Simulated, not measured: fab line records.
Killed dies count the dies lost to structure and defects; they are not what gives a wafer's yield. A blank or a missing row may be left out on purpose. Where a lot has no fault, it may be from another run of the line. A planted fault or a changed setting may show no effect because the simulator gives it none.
fab line records :: flow n5-finfet
record:
  lots: 4
  wafers: 12
  last-day: 17
route steps=1938 shown WELL_APT@21 PMOS_HMC_CHANNEL_EPI@57 BEOL_M4@1111 PASSIVATION@1936
lots with no fault: from the same line, run without faults
start-h: start of the lot's first displayed wafer, in hours after the record's first day :: wait-h: hours elapsed since this lot's preceding step :: " identical to the entry in the row above :: L1.1+2: one row covering several wafers at once :: - no value, or no start given :: * or withheld: withheld :: < > ~ a bound
route shown NAME@n: a module of which the file shows steps, and the number in the route of the first :: usual: average and standard deviation across the fault-free wafers :: same: alike in all rows :: chamber/n: place in a boat :: sites: readings site by site :: _std_site: how widely they spread, as a standard deviation :: _edge_site: the outer-site mean with the inner-site mean subtracted :: radius-mm: how far each site lies from the wafer's centre :: mask NAME#n: copy n :: behind: tool/chamber where the wafer was last shaped :: hold: reason for holding the lot/hours on hold/outcome of the hold :: device: whichever transistor did not switch (one of n, p or np) :: end of line: at the end of the route, the tests of the same wafers :: a step with no rows: only its recipe :: killed: the dies lost at the first sort to structure and to defects; this is not the yield of the wafer :: map: a wafer's dies, x killed, . not, _ none there
set.NAME: the setting that was run; set.NAME@STEP: the one run at that earlier step :: model.NAME: the simulator's own value behind a step, which no gauge read
certain route steps with their lots: each step a table, each wafer a row
services: from which hour (start-h, from the record's first day; less than 0 if before it) a tool's chamber was out of use, for how many hours, and why
== steps ==
step: N5_WELL_APT_COAT_02
recipe:
  spin-rpm: 1357
  resist-thk-nm: 950
step: N5_WELL_APT_EBR_04
recipe:
  solvent: PGMEA
  ebr-width-mm: 1.5
step: N5_WELL_APT_SOFTBAKE_03
recipe:
  temp-c: 130
  time-s: 60
step: N5_WELL_APT_EXPOSE_05
recipe:
  mask-id: NWELL
  na: 0.8
  source-shape: conventional
  sigma-outer: 0.8
  polarization: unpolarized
  defocus-nm: 0
  target-cd-nm: 200
  dose-mj: 20.3
step: N5_WELL_APT_PEB_06
recipe:
  peb-temp-c: 130
  peb-time-s: 90
step: N5_WELL_APT_DEVELOP_07
recipe:
  develop-time-s: 45
  rinse-liquid: surfactant-rinse
  dry: air-spin
  dev-temp-c: 21
step: N5_WELL_APT_HARDBAKE_12
recipe:
  temp-c: 130
  time-s: 120
step: N5_WELL_APT_DESCUM_13
recipe:
  chemistry: O2
  time-s: 7.9
  source-power-w: 50
  bias-power-w: 20
  pressure-mtorr: 20
  rf-frequency-hz: 2.712e+07
  temp-c: 40
  o2-flow-sccm: 225
step: N5_WELL_APT_IMPLANT_14
recipe:
  species: P
  energy-kev: 160
  dose-cm2: 1.5e+13
  tilt-deg: 0
  rotation-deg: 0
step: N5_WELL_APT_IMPLANT_15
recipe:
  species: As
  energy-kev: 25
  dose-cm2: 1.5e+13
  tilt-deg: 0
  rotation-deg: 0
usual:
  dose-ions-cm2: 1.5e+13/1.5e+10
  faraday-current-uA: 190/3.5
lot.wafer: L168.2
tool: implanter-02
chamber: 0
start-h: 50.11
wait-h: 0.1
dose-ions-cm2: 1.5014e+13
faraday-current-uA: 194

lot.wafer: L168.5
tool: implanter-02
chamber: 0
start-h: 50.11
wait-h: 0.1
dose-ions-cm2: 1.4993e+13
faraday-current-uA: 185

lot.wafer: L168.6
tool: implanter-02
chamber: 0
start-h: 50.11
wait-h: 0.1
dose-ions-cm2: 1.5004e+13
faraday-current-uA: 190

lot.wafer: L172.3
tool: implanter-02
chamber: 0
start-h: 74.21
wait-h: 0.1
dose-ions-cm2: 7.882e+12
faraday-current-uA: 99

lot.wafer: L172.5
tool: implanter-02
chamber: 0
start-h: 74.21
wait-h: 0.1
dose-ions-cm2: 7.89e+12
faraday-current-uA: 99

lot.wafer: L172.6
tool: implanter-02
chamber: 0
start-h: 74.21
wait-h: 0.1
dose-ions-cm2: 7.909e+12
faraday-current-uA: 102

lot.wafer: L174.2
tool: implanter-02
chamber: 0
start-h: 86.32
wait-h: 0.1
dose-ions-cm2: 7.916e+12
faraday-current-uA: 98

lot.wafer: L174.5
tool: implanter-02
chamber: 0
start-h: 86.32
wait-h: 0.1
dose-ions-cm2: 7.879e+12
faraday-current-uA: 100

lot.wafer: L174.6
tool: implanter-02
chamber: 0
start-h: 86.32
wait-h: 0.1
dose-ions-cm2: 7.897e+12
faraday-current-uA: 99

lot.wafer: L185.1
tool: implanter-01
chamber: 0
start-h: 152.30
wait-h: 0.1
dose-ions-cm2: 1.4995e+13
faraday-current-uA: 191

lot.wafer: L185.2
tool: implanter-01
chamber: 0
start-h: 152.30
wait-h: 0.1
dose-ions-cm2: 1.5007e+13
faraday-current-uA: 190

lot.wafer: L185.5
tool: implanter-01
chamber: 0
start-h: 152.30
wait-h: 0.1
dose-ions-cm2: 1.5011e+13
faraday-current-uA: 186
step: N5_WELL_APT_STRIP_16
recipe:
  chemistry: SPM
  time-s: 900
  temp-c: 130
  h2so4-h2o2-vol-ratio: 4
  dry: ipa-marangoni
step: N5_WELL_APT_HMDS_18
recipe:
  time-s: 60
  temp-c: 120
step: N5_WELL_APT_COAT_19
recipe:
  spin-rpm: 1357
  resist-thk-nm: 950
step: N5_WELL_APT_EBR_21
recipe:
  solvent: PGMEA
  ebr-width-mm: 1.5
step: N5_WELL_APT_SOFTBAKE_20
recipe:
  temp-c: 130
  time-s: 60
step: N5_WELL_APT_EXPOSE_22
recipe:
  mask-id: PWELL
  na: 0.8
  source-shape: conventional
  sigma-outer: 0.8
  polarization: unpolarized
  defocus-nm: 0
  target-cd-nm: 200
  dose-mj: 23.2
step: N5_WELL_APT_PEB_23
recipe:
  peb-temp-c: 130
  peb-time-s: 90
step: N5_WELL_APT_DEVELOP_24
recipe:
  develop-time-s: 45
  rinse-liquid: surfactant-rinse
  dry: air-spin
  dev-temp-c: 21
step: N5_WELL_APT_HARDBAKE_29
recipe:
  temp-c: 130
  time-s: 120
step: N5_WELL_APT_DESCUM_30
recipe:
  chemistry: O2
  time-s: 7.9
  source-power-w: 50
  bias-power-w: 20
  pressure-mtorr: 20
  rf-frequency-hz: 2.712e+07
  temp-c: 40
  o2-flow-sccm: 225
step: N5_WELL_APT_IMPLANT_31
recipe:
  species: B
  energy-kev: 60
  dose-cm2: 1.5e+13
  tilt-deg: 0
  rotation-deg: 0
step: N5_WELL_APT_IMPLANT_32
recipe:
  species: BF2
  energy-kev: 50
  dose-cm2: 2e+13
  tilt-deg: 0
  rotation-deg: 0
step: N5_WELL_APT_STRIP_33
recipe:
  chemistry: SPM
  time-s: 900
  temp-c: 130
  h2so4-h2o2-vol-ratio: 4
  dry: ipa-marangoni
step: N5_WELL_APT_RTA_34
recipe:
  temp-c: 1000
  time-s: 10
  ambient: N2
  idle-temp-c: 600
  ramp-up-c-per-s: 150
  ramp-down-c-per-s: 60
  cool-to-c: 600
step: N5_WELL_APT_OXIDE_STRIP_42
recipe:
  chemistry: dHF
  dilution: 25:1
  time-s: 45
  temp-c: 25
  target: SiO2
  target-depth-a: 120
step: N5_WELL_APT_PRECLEAN_36
recipe:
  chemistry: O3/DIW
  time-s: 45
  temp-c: 22
  o3-ppm: 10
step: N5_WELL_APT_PRECLEAN_39
recipe:
  chemistry: dHF
  time-s: 60
  dilution: 150:1
  temp-c: 25
step: N5_WELL_APT_SRD_37
recipe:
  dry: ipa-marangoni
  do-ppb: 5
  time-s: 30
  temp-c: 23
  rinse-liquid: diw
step: N5_WELL_APT_EPI_41
recipe:
  material: Si
  target-thk-a: 500
  temp-c: 650
  precursor: SiH4/H2
  pressure-torr: 20
  time-s: 297.7
step: N5_PMOS_HMC_CHANNEL_EPI_HM_DEP_34
recipe:
  material: SiO2
  target-thk-a: 360
  temp-c: 400
  precursor: TEOS/O2
  pressure-torr: 6.5
  rf-w: 900
  teos-flow-sccm: 161.4
  gas: O2
  flow-sccm: 2650
  time-s: 6.9
step: N5_PMOS_HMC_CHANNEL_EPI_COAT_31
recipe:
  resist: BARC
  temp-c: 205
  time-s: 60
  spin-rpm: 1500
  resist-thk-nm: 66
step: N5_PMOS_HMC_CHANNEL_EPI_COAT_03
recipe:
  resist: CAR-ArF-block
  spin-rpm: 1500
  resist-thk-nm: 205
step: N5_PMOS_HMC_CHANNEL_EPI_EBR_05
recipe:
  solvent: PGMEA
  ebr-width-mm: 1.5
step: N5_PMOS_HMC_CHANNEL_EPI_SOFTBAKE_04
recipe:
  temp-c: 110
  time-s: 60
  resist: CAR-ArF-block
step: N5_PMOS_HMC_CHANNEL_EPI_EXPOSE_06
recipe:
  mask-id: PMOS_HMC_BLK
  na: 1.35
  source-shape: conventional
  sigma-outer: 0.8
  polarization: unpolarized
  target-cd-nm: 240
  dose-mj: 41
step: N5_BEOL_M4_RC_MEAS_101
usual:
  CJ_P: 5.76/0.14
  DIBL_N: 36.4/1.5
  DIBL_P: 36.4/1.6
  IOFF_N: 0.164/0.025
  IOFF_P: 0.214/0.028
  ION_N: 675/9.9
  ION_P: 463/6.5
  SS_N: 71.5/0.5
  SS_P: 73.3/0.56
  VT_N: 249.2/2.7
  VT_P: -250.1/2.8
lot.wafer: L168.2
tool: prober-01
chamber: 0
start-h: 205.09
wait-h: 0.2
CJ_P: 5.48
DIBL_N[mV/V]: 36.7
DIBL_P[mV/V]: 37.9
IOFF_N[nA/um]: 0.170
IOFF_P[nA/um]: 0.231
ION_N[uA/um]: 676
ION_P[uA/um]: 466
SS_N[mV/dec]: 72.4
SS_P[mV/dec]: 73.5
VT_N[mV]: 250.0
VT_P[mV]: -249.0

lot.wafer: L168.5
tool: prober-01
chamber: 0
start-h: 205.09
wait-h: 0.2
CJ_P: 5.77
DIBL_N[mV/V]: 37.9
DIBL_P[mV/V]: 40.2
IOFF_N[nA/um]: 0.198
IOFF_P[nA/um]: 0.263
ION_N[uA/um]: 683
ION_P[uA/um]: 468
SS_N[mV/dec]: 71.8
SS_P[mV/dec]: 74.4
VT_N[mV]: 247.6
VT_P[mV]: -246.9

lot.wafer: L168.6
tool: prober-01
chamber: 0
start-h: 205.09
wait-h: 0.2
CJ_P: 5.48
DIBL_N[mV/V]: 37.3
DIBL_P[mV/V]: 39.3
IOFF_N[nA/um]: 0.174
IOFF_P[nA/um]: 0.245
ION_N[uA/um]: 674
ION_P[uA/um]: 458
SS_N[mV/dec]: 72.2
SS_P[mV/dec]: 74.0
VT_N[mV]: 248.1
VT_P[mV]: -249.2

lot.wafer: L172.3
tool: prober-01
chamber: 0
start-h: 219.35
wait-h: 0.3
CJ_P: 4.26
DIBL_N[mV/V]: 35.4
DIBL_P[mV/V]: 35.0
IOFF_N[nA/um]: 0.152
IOFF_P[nA/um]: 0.228
ION_N[uA/um]: 679
ION_P[uA/um]: 468
SS_N[mV/dec]: 70.9
SS_P[mV/dec]: 71.8
VT_N[mV]: 248.8
VT_P[mV]: -250.7

lot.wafer: L172.5
tool: prober-01
chamber: 0
start-h: 219.35
wait-h: 0.3
CJ_P: 4.23
DIBL_N[mV/V]: 36.4
DIBL_P[mV/V]: 35.7
IOFF_N[nA/um]: 0.157
IOFF_P[nA/um]: 0.248
ION_N[uA/um]: 678
ION_P[uA/um]: 468
SS_N[mV/dec]: 70.7
SS_P[mV/dec]: 72.7
VT_N[mV]: 248.4
VT_P[mV]: -245.1

lot.wafer: L172.6
tool: prober-01
chamber: 0
start-h: 219.35
wait-h: 0.3
CJ_P: 4.13
DIBL_N[mV/V]: 37.0
DIBL_P[mV/V]: 36.7
IOFF_N[nA/um]: 0.178
IOFF_P[nA/um]: 0.253
ION_N[uA/um]: 669
ION_P[uA/um]: 462
SS_N[mV/dec]: 71.8
SS_P[mV/dec]: 73.4
VT_N[mV]: 246.1
VT_P[mV]: -247.2

lot.wafer: L174.2
tool: prober-01
chamber: 0
start-h: 241.35
wait-h: 0.2
CJ_P: 4.20
DIBL_N[mV/V]: 36.5
DIBL_P[mV/V]: 38.9
IOFF_N[nA/um]: 0.174
IOFF_P[nA/um]: 0.227
ION_N[uA/um]: 668
ION_P[uA/um]: 459
SS_N[mV/dec]: 72.0
SS_P[mV/dec]: 73.9
VT_N[mV]: 248.1
VT_P[mV]: -252.0

lot.wafer: L174.5
tool: prober-01
chamber: 0
start-h: 241.35
wait-h: 0.2
CJ_P: 4.22
DIBL_N[mV/V]: 35.0
DIBL_P[mV/V]: 36.1
IOFF_N[nA/um]: 0.137
IOFF_P[nA/um]: 0.186
ION_N[uA/um]: 668
ION_P[uA/um]: 460
SS_N[mV/dec]: 71.3
SS_P[mV/dec]: 72.7
VT_N[mV]: 248.8
VT_P[mV]: -253.2

lot.wafer: L174.6
tool: prober-01
chamber: 0
start-h: 241.35
wait-h: 0.2
CJ_P: 4.30
DIBL_N[mV/V]: 34.6
DIBL_P[mV/V]: 36.2
IOFF_N[nA/um]: 0.134
IOFF_P[nA/um]: 0.195
ION_N[uA/um]: 664
ION_P[uA/um]: 462
SS_N[mV/dec]: 71.7
SS_P[mV/dec]: 73.2
VT_N[mV]: 254.2
VT_P[mV]: -250.4

lot.wafer: L185.1
tool: prober-02
chamber: 0
start-h: 303.08
wait-h: 0.0
CJ_P: 5.71
DIBL_N[mV/V]: 37.1
DIBL_P[mV/V]: 35.9
IOFF_N[nA/um]: 0.165
IOFF_P[nA/um]: 0.203
ION_N[uA/um]: 675
ION_P[uA/um]: 460
SS_N[mV/dec]: 71.3
SS_P[mV/dec]: 73.4
VT_N[mV]: 249.8
VT_P[mV]: -249.2

lot.wafer: L185.2
tool: prober-02
chamber: 0
start-h: 303.08
wait-h: 0.0
CJ_P: 5.40
DIBL_N[mV/V]: 38.6
DIBL_P[mV/V]: 37.3
IOFF_N[nA/um]: 0.201
IOFF_P[nA/um]: 0.237
ION_N[uA/um]: 685
ION_P[uA/um]: 466
SS_N[mV/dec]: 71.6
SS_P[mV/dec]: 74.3
VT_N[mV]: 247.9
VT_P[mV]: -247.4

lot.wafer: L185.5
tool: prober-02
chamber: 0
start-h: 303.08
wait-h: 0.0
CJ_P: 5.86
DIBL_N[mV/V]: 36.7
DIBL_P[mV/V]: 35.5
IOFF_N[nA/um]: 0.166
IOFF_P[nA/um]: 0.198
ION_N[uA/um]: 673
ION_P[uA/um]: 454
SS_N[mV/dec]: 71.4
SS_P[mV/dec]: 73.5
VT_N[mV]: 246.7
VT_P[mV]: -250.3
step: N5_PASSIVATION_PROBE_49
usual:
  defect-limited-yield: 91.1/1.4
  killed_at_M0_to_M3: 35/8.7
  killed_at_M4_up: 14/5.3
  killed-at-contacts: 12/6.2
  killed-at-front-end: 41/12
  killed-at-other: 3.4/2.6
  killed-dies: 105/16
  killed-open: 67/13
  killed-short: 36/7.3
  sort_bin_5_function: 5.2/0.96
  sort_bin_6_memory: 3.3/0.6
  sort-n-pass: 1075/16
  sort-yield-pct: 91.1/1.4
same:
  gross-dies: 1180
  killed-at-back-side: 0
  sort_bin_4_leakage[%]: 0
  sort_bin_8_speed[%]: 0
lot.wafer: L172.3
tool: prober-02
chamber: -
start-h: 321.52
wait-h: 0.1
defect-limited-yield[%]: 92.1
killed_at_M0_to_M3: 18
killed_at_M4_up: 18
killed-at-contacts: 14
killed-at-front-end: 43
killed-at-other: 0
killed-dies: 93
killed-open: 63
killed-short: 29
sort_bin_5_function[%]: 5.1
sort_bin_6_memory[%]: 2.5
sort-n-pass: 1087
sort-yield-pct[%]: 92.1

lot.wafer: L172.6
tool: prober-02
chamber: -
start-h: 321.67
wait-h: 0.3
defect-limited-yield[%]: 90.1
killed_at_M0_to_M3: 41
killed_at_M4_up: 19
killed-at-contacts: 21
killed-at-front-end: 32
killed-at-other: 4
killed-dies: 117
killed-open: 86
killed-short: 29
sort_bin_5_function[%]: 5.3
sort_bin_6_memory[%]: 4.2
sort-n-pass: 1063
sort-yield-pct[%]: 90.1
killed by level:class
L172.3 FIN_SAQP:geometric-particle:short=10 MOL_CONTACT_COAG:geometric-particle:open=10 BEOL_M5:geometric-particle:open=10 STI_FIN_REVEAL:geometric-particle:open=9 FIN_SAQP:geometric-particle:open=7 BEOL_M0_SAQP:geometric-particle:open=6 GATE_CUT:geometric-particle:open=4 MOL_CONTACT_COAG:geometric-particle:short=4
L172.6 MOL_CONTACT_COAG:geometric-particle:open=21 STI_FIN_REVEAL:geometric-particle:open=11 BEOL_M1:geometric-particle:open=10 BEOL_M0_SAQP:geometric-particle:open=10 BEOL_M0_SAQP:geometric-particle:short=8 BEOL_M3:geometric-particle:open=7 FIN_SAQP:geometric-particle:short=5 BEOL_M5:geometric-particle:open=5
== services ==
tool: implanter-01
chamber: -
start-h: 27.22
hours: 5.3
kind: pm

tool: implanter-02
chamber: -
start-h: 27.54
hours: 2.3
kind: repair

tool: implanter-02
chamber: -
start-h: 57.72
hours: 6.1
kind: repair

tool: implanter-01
chamber: -
start-h: 89.64
hours: 1.1
kind: repair
== key ==
first-sign:
  step: N5_WELL_APT_IMPLANT_15
  reading: dose-ions-cm2
  direction: down
  sigmas: 99+
  usual: 1.5e+13
  struck: 7.896e+12
effect:
  step: N5_WELL_APT_IMPLANT_15
  reading: faraday-current-uA
  direction: down
  sigmas: 26
  usual: 190
  struck: 99
effect:
  step: N5_BEOL_M4_RC_MEAS_101
  reading: CJ_P
  direction: down
  sigmas: 11
  usual: 5.76
  struck: 4.22
met-at N5_WELL_APT_IMPLANT_15
struck-wafers L172.3,L172.5,L172.6,L174.2,L174.5,L174.6
onset-between 50.11 74.21
fault:
  kind: process-parameter-drift
  tool: implanter-02
  chamber: -
  onset-h: 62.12
  steps: N5_WELL_APT_IMPLANT_15
  channel: dose-cm2
  offset: -7.0995e+12
  shape: step
  end-h: 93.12
  acts-in: these-recipes-only
  stated: 1.5e+13
